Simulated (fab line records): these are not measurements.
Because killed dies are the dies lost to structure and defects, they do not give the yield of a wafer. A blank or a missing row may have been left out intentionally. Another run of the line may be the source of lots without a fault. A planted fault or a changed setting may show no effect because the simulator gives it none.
Matching of chambers | flow n5_finfet | N5_BEOL_M2_STRIP_19 on rie_diel-02 has 4 sister chambers
The step strips in O2. 4 wafers are shown with their chamber, then 7 later ones without.

== WAFERS WITH THEIR CHAMBER ==
wafer  | chamber | showerhead_plenum_p_Torr (Torr)
L083.5 | 3       | 2.14
L083.6 | 0       | 2.05
L086.1 | 1       | 2.22
L086.2 | 2       | 2.00

== WAFERS WITHOUT THEIR CHAMBER ==
wafer  | showerhead_plenum_p_Torr (Torr)
L086.4 | 2.14
L088.1 | 2.05
L088.3 | 2.14
L088.5 | 2.22
L097.1 | 2.21
L097.4 | 2.13
L097.5 | 2.04

== WHICH CHAMBER EACH WENT THROUGH ==
wafer  | from the rows above | in truth
L086.4 | 3                   | 3
L088.1 | 0                   | 0
L088.3 | 3                   | 3
L088.5 | 1                   | 1
L097.1 | 1                   | 1
L097.4 | 3                   | 3
L097.5 | 0                   | 0
Correct placement for 7 of the 7. Left unplaced by these rows: 0. Wrongly placed: 0.
How it was worked out, from the rows above alone: a wafer's distance from a chamber is the root of the sum, over the readings, of the square of ((its reading less the chamber's mean) divided by the reading's scatter). If the next closest chamber is less than 2 further off than the closest, the wafer can't be placed; otherwise it belongs to the closest. A chamber's mean is the mean of its shown wafers. The scatter: with one shown wafer a chamber, the root of the mean of the squares of how far each hidden wafer lies from its nearest shown one.
